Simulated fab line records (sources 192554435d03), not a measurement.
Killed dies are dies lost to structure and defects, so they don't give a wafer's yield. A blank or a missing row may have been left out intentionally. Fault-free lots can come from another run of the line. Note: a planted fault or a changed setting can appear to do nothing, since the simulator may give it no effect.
fab line records	flow n5_finfet
[record] lots = 11	wafers = 32	last_day = 17
route steps=1938 shown BEOL_M7@1330 BEOL_M8@1332
lots with no fault: from the same line, run without faults
start_h: start of the lot's first displayed wafer, in hours after the record's first day	wait_h: hours from the lot's prior step to this one	" as in the row above	L1.1+2: a row that stands for several wafers	- no value present, or no start provided	* or withheld: withheld	< > ~ a bound
route shown NAME@n: NAME is a module with steps in the file, n the number in the route of the first one	usual: mean/standard deviation taken from wafers without a fault	same: alike in all rows	chamber/n: place in a boat	sites: readings site by site	_std_site: standard deviation across them	_edge_site: outer sites' mean less inner sites'	radius_mm: how far each site lies from the wafer's centre	mask NAME#n: copy n	behind: the last tool/chamber to shape the wafer	hold: reason for holding the lot/hours on hold/outcome of the hold	device: transistor that didn't switch, given as n, p or np	end of line: the same wafers' tests at the end of the route	a step with no rows: only its recipe	killed: dies that structure and defects cost at the first sort, which is not the same as the wafer's yield	map: per-die view of a wafer (x killed, . not killed, _ where there is no die)
set.NAME: the setting that was run; set.NAME@STEP: the one run at that earlier step	model.NAME: the simulator's own value behind a step, which no gauge read
route steps across a sampled set of lots; one table per step, one row per wafer
services: from which hour (start_h, from the record's first day; less than 0 if before it) a tool's chamber was out of use, for how many hours, and why
[[steps]]
[step N5_BEOL_M7_RS_MEAS_57]
[recipe] thk_meas_gauge = four-point-probe	reads = Cu_of_BEOL_M7_ECD_50+Co_of_BEOL_M7_CVD_78+TaN_of_BEOL_M7_ALD_77
[usual] M7_RS = 0.290/0.0078
lot.wafer	tool	chamber	start_h	wait_h	M7_RS[ohm/sq]
L445.1	film_metro-02	-	202.27	0.1	0.284
L445.3	"	-	"	"	0.296
L445.6	"	-	"	"	0.285
L446.3	film_metro-01	-	206.11	0.1	0.287
L446.4	"	-	"	"	0.293
L446.6	"	-	"	"	0.292
L448.3	film_metro-02	-	217.63	0.1	0.299
L448.4	"	-	"	"	0.305
L448.5	"	-	"	"	0.307
L449.1	film_metro-02	-	219.87	0.1	0.289
L449.4	"	-	"	"	0.286
L449.5	"	-	"	"	0.286
L455.1	film_metro-01	-	262.19	0.1	0.297
L455.4	"	-	"	"	0.301
L455.5	"	-	"	"	0.293
L456.3	film_metro-01	-	267.20	0.1	0.282
L456.5	"	-	"	"	0.273
L459.2	film_metro-01	-	280.22	0.1	0.297
L459.3	"	-	"	"	0.280
L459.4	"	-	"	"	0.278
L457.1	film_metro-02	-	284.14	0.1	0.276
L457.3	"	-	"	"	0.280
L457.5	"	-	"	"	0.293
L463.1	film_metro-02	-	324.69	0.1	0.299
L463.4	"	-	"	"	0.284
L463.5	"	-	"	"	0.300
L467.2	film_metro-01	-	326.51	0.1	0.296
L467.3	"	-	"	"	0.287
L467.5	"	-	"	"	0.281
L464.1	film_metro-02	-	327.24	0.1	0.289
L464.2	"	-	"	"	0.300
L464.4	"	-	"	"	0.285
[step N5_BEOL_M8_ILD_DEP_00]
[recipe] material = SiCOH_lowk	target_thk_a = 1797.5	temp_c = 300	precursor = DEMS/porogen	pressure_torr = 5	rf_w = 500	time_s = 33.4
[usual] heater_power_outer_w = 132/31	heater_power_w = 305/55	rf_fwd_power_W = 495.1/2	showerhead_plenum_p_Torr = 5.740/0.019	susceptor_temp_C = 299.98/0.18	throttle_valve_pct = 13.8/0.81
lot.wafer	tool	chamber	start_h	wait_h	heater_power_outer_w	heater_power_w	rf_fwd_power_W	showerhead_plenum_p_Torr	susceptor_temp_C	throttle_valve_pct
L445.1	pecvd-04	0	202.33	0.0	72	198	497.3	5.752	300.37	13.0
L445.3	"	1	"	"	100	245	493.7	5.725	299.97	13.3
L445.6	"	1	"	"	102	248	494.5	5.725	299.83	13.3
L446.3	pecvd-02	1	206.17	0.0	110	261	493.8	5.731	299.99	15.5
L446.4	"	2	"	"	155	345	496.7	5.735	300.07	13.3
L446.6	"	0	"	"	162	341	496.2	5.770	300.27	14.7
L448.3	pecvd-01	2	217.71	0.1	113	322	496.3	5.707	300.23	13.0
L448.4	"	0	"	"	121	273	496.2	5.746	300.07	13.6
L448.5	"	2	"	"	117	317	496.8	5.710	300.13	13.5
L449.1	pecvd-01	2	219.93	0.0	136	352	495.8	5.730	299.66	13.1
L449.4	"	2	"	"	138	371	497.9	5.715	299.79	13.4
L449.5	"	0	"	"	146	298	496.1	5.733	300.21	13.4
L455.1	pecvd-01	0	262.25	0.0	89	218	495.1	5.750	285.22	13.2
L455.4	"	0	"	"	92	218	496.5	5.746	284.86	13.3
L455.5	"	1	"	"	131	314	495.0	5.778	285.36	14.9
L456.3	pecvd-01	1	267.26	0.0	153	355	498.2	5.779	284.80	15.0
L456.5	"	2	"	"	105	287	498.2	5.716	285.14	13.4
L459.2	pecvd-02	1	280.28	0.0	119	277	495.1	5.735	299.80	15.4
L459.3	"	2	"	"	116	280	494.7	5.745	299.86	13.4
L459.4	"	1	"	"	124	280	493.9	5.744	299.98	15.1
L457.1	pecvd-01	2	284.21	0.0	119	315	497.4	5.709	285.11	13.3
L457.3	"	1	"	"	162	357	495.3	5.756	285.13	15.1
L457.5	"	0	"	"	101	232	495.8	5.749	285.31	13.5
L463.1	pecvd-02	1	324.75	0.0	97	244	493.7	5.718	299.88	15.3
L463.4	"	2	"	"	130	297	497.5	5.729	299.96	13.4
L463.5	"	0	"	"	119	297	495.9	5.762	300.02	14.5
L467.2	pecvd-02	1	326.57	0.0	103	252	495.1	5.719	300.08	15.4
L467.3	"	0	"	"	121	294	493.8	5.757	300.12	14.5
L467.5	"	0	"	"	125	307	492.4	5.764	299.90	14.6
L464.1	pecvd-04	2	327.31	0.0	96	253	489.4	5.745	299.82	12.8
L464.2	"	1	"	"	128	273	492.5	5.722	300.11	13.4
L464.4	"	1	"	"	133	286	493.5	5.707	300.12	13.5
[step N5_BEOL_M8_CURE_74]
[recipe] temp_c = 385	time_s = 240	ambient = He/Ar	material = SiCOH_lowk
[usual] lamp_power_pct = 52.32/0.059	wafer_temp_C_max = 386.9/0.57
lot.wafer	tool	chamber	start_h	wait_h	lamp_power_pct	wafer_temp_C_max
L445.1	uv_cure-02	1	202.40	0.0	52.32	388.3
L445.3	"	1	"	"	52.37	387.6
L445.6	"	1	"	"	52.25	387.1
L446.3	uv_cure-03	0	206.39	0.2	52.32	387.0
L446.4	"	0	"	"	52.33	386.9
L446.6	"	0	"	"	52.41	388.2
L448.3	uv_cure-01	1	218.31	0.6	52.34	387.1
L448.4	"	1	"	"	52.33	386.3
L448.5	"	1	"	"	52.14	387.2
L449.1	uv_cure-01	2	220.02	0.1	52.40	386.4
L449.4	"	2	"	"	52.35	386.7
L449.5	"	2	"	"	52.37	387.2
L455.1	uv_cure-01	0	262.32	0.0	52.34	386.1
L455.4	"	0	"	"	52.32	386.0
L455.5	"	0	"	"	52.26	386.2
L456.3	uv_cure-02	2	267.48	0.2	52.24	387.9
L456.5	"	2	"	"	52.24	387.3
L459.2	uv_cure-03	2	280.43	0.1	52.34	386.6
L459.3	"	2	"	"	52.38	386.8
L459.4	"	2	"	"	52.43	386.8
L457.1	uv_cure-03	0	284.27	0.0	52.22	387.1
L457.3	"	0	"	"	52.24	387.3
L457.5	"	0	"	"	52.35	386.9
L463.1	uv_cure-02	1	324.82	0.0	52.26	387.0
L463.4	"	1	"	"	52.33	387.1
L463.5	"	1	"	"	52.40	387.0
L467.2	uv_cure-01	1	326.72	0.1	52.36	386.2
L467.3	"	1	"	"	52.28	386.3
L467.5	"	1	"	"	52.29	386.0
L464.1	uv_cure-02	0	327.37	0.0	52.34	386.8
L464.2	"	0	"	"	52.37	386.9
L464.4	"	0	"	"	52.22	387.0
[step N5_BEOL_M8_THK_MEAS_01]
[recipe] reads = SiCOH_lowk_of_BEOL_M8_ILD_DEP_00
[usual] M8_ILD_THK = 154.7/2.3
lot.wafer	tool	chamber	start_h	wait_h	M8_ILD_THK[nm]
L445.1	film_metro-02	-	202.91	0.4	152.5
L445.3	"	-	"	"	149.7
L445.6	"	-	"	"	153.7
L446.3	film_metro-02	-	206.75	0.3	152.3
L446.4	"	-	"	"	154.2
L446.6	"	-	"	"	158.0
L448.3	film_metro-02	-	218.67	0.3	158.2
L448.4	"	-	"	"	155.8
L448.5	"	-	"	"	157.1
L449.1	film_metro-02	-	220.53	0.4	155.4
L449.4	"	-	"	"	158.5
L449.5	"	-	"	"	157.7
L455.1	film_metro-01	-	262.83	0.4	169.1
L455.4	"	-	"	"	172.7
L455.5	"	-	"	"	174.2
L456.3	film_metro-02	-	267.84	0.3	171.6
L456.5	"	-	"	"	172.7
L459.2	film_metro-02	-	280.86	0.4	151.1
L459.3	"	-	"	"	151.3
L459.4	"	-	"	"	153.9
L457.1	film_metro-01	-	284.78	0.4	169.4
L457.3	"	-	"	"	172.5
L457.5	"	-	"	"	172.1
L463.1	film_metro-01	-	325.33	0.4	151.2
L463.4	"	-	"	"	152.4
L463.5	"	-	"	"	154.1
L467.2	film_metro-02	-	327.15	0.4	152.4
L467.3	"	-	"	"	155.0
L467.5	"	-	"	"	157.5
L464.1	film_metro-01	-	327.88	0.4	154.3
L464.2	"	-	"	"	154.3
L464.4	"	-	"	"	156.2
[step N5_BEOL_M8_PECVD_70]
[recipe] material = SiO2	target_thk_a = 200	temp_c = 400	precursor = TEOS/O2	pressure_torr = 5.5	rf_w = 450	teos_flow_sccm = 53.8	gas = O2	flow_sccm = 3000	time_s = 22.7
[usual] heater_power_outer_w = 406/62	heater_power_w = 711/100	rf_fwd_power_W = 444.9/2.2	showerhead_plenum_p_Torr = 8.79/0.072	throttle_valve_pct = 22.3/1.3
lot.wafer	tool	chamber	start_h	wait_h	heater_power_outer_w	heater_power_w	rf_fwd_power_W	showerhead_plenum_p_Torr	throttle_valve_pct
L445.1	pecvd-04	0	202.95	0.0	373	610	445.7	8.82	20.9
L445.3	"	1	"	"	378	649	441.4	8.68	21.8
L445.6	"	0	"	"	362	636	444.7	8.80	21.2
L446.3	pecvd-02	0	206.78	0.0	416	749	445.1	8.87	23.6
L446.4	"	1	"	"	424	693	442.2	8.77	24.8
L446.6	"	2	"	"	345	647	445.8	8.78	20.9
L448.3	pecvd-02	1	218.70	0.0	446	713	446.3	8.76	24.5
L448.4	"	0	"	"	402	698	446.2	8.88	23.7
L448.5	"	1	"	"	434	718	443.8	8.76	24.4
L449.1	pecvd-01	2	220.57	0.0	363	732	448.0	8.70	21.4
L449.4	"	0	"	"	396	674	446.0	8.80	21.5
L449.5	"	2	"	"	368	741	448.3	8.67	21.4
L455.1	pecvd-01	1	262.87	0.0	580	1014	446.6	8.91	23.9
L455.4	"	0	"	"	382	640	446.4	8.80	21.8
L455.5	"	1	"	"	601	996	443.0	8.93	24.2
L456.3	pecvd-04	0	267.87	0.0	281	510	447.4	8.79	21.1
L456.5	"	1	"	"	352	579	441.7	8.68	21.7
L459.2	pecvd-02	0	280.90	0.0	388	714	446.2	8.85	23.5
L459.3	"	2	"	"	423	720	446.7	8.76	21.5
L459.4	"	1	"	"	422	711	443.3	8.77	24.6
L457.1	pecvd-02	0	284.82	0.0	439	773	446.4	8.89	23.4
L457.3	"	1	"	"	429	715	444.7	8.76	24.5
L457.5	"	2	"	"	374	648	444.6	8.78	21.3
L463.1	pecvd-02	2	325.37	0.0	449	760	447.1	8.78	21.8
L463.4	"	0	"	"	419	731	445.3	8.85	23.5
L463.5	"	2	"	"	436	762	446.3	8.78	22.1
L467.2	pecvd-04	2	327.19	0.0	337	629	442.7	8.82	20.9
L467.3	"	0	"	"	361	605	444.3	8.81	21.3
L467.5	"	0	"	"	354	606	444.6	8.82	20.9
L464.1	pecvd-04	0	327.92	0.0	311	552	443.7	8.78	21.2
L464.2	"	2	"	"	347	652	439.2	8.82	20.7
L464.4	"	1	"	"	315	558	443.7	8.70	21.8
[[services]]
tool	chamber	start_h	hours	kind
pecvd-02	2	183.09	2.1	scheduled_down
uv_cure-02	-	184.15	2.1	pm
uv_cure-01	-	185.03	5.0	repair
pecvd-02	2	186.39	16.3	repair
pecvd-01	-	192.75	2.8	pm
pecvd-04	2	202.38	-	clean
pecvd-04	2	202.38	-	consumable_replace:showerhead
pecvd-04	2	202.38	29.0	scheduled_down
pecvd-04	2	202.38	29.0	vent_cycle
pecvd-04	-	206.89	0.8	repair
pecvd-01	-	214.89	2.5	repair
uv_cure-01	-	227.98	0.8	repair
uv_cure-01	-	251.38	0.3	repair
uv_cure-03	-	295.39	2.1	pm
pecvd-01	2	307.36	4.2	repair
uv_cure-03	-	320.18	14.6	pm
[[key]]
[first_sign] step = N5_BEOL_M8_ILD_DEP_00	reading = susceptor_temp_C	direction = down	sigmas = 81	usual = *	struck = *
[effect] step = N5_BEOL_M8_THK_MEAS_01	reading = M8_ILD_THK	direction = up	sigmas = 7.3	usual = 154.7	struck = 171.8
met_at N5_BEOL_M8_ILD_DEP_00
struck_lots L455,L456,L457
rows_end L456.3,L456.5
not_acting_at N5_BEOL_M7_RS_MEAS_57,N5_BEOL_M8_CURE_74,N5_BEOL_M8_PECVD_70
onset_between 219.93 262.25
[fault] kind = process_parameter_drift	tool = pecvd-01	chamber = -	onset_h = 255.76	steps = N5_BEOL_M8_ILD_DEP_00	channel = temp_c	offset = *	shape = step	acts_in = *	stated = *
// rows_end: these wafers met a further fault down the route, and their rows from its step on are left out
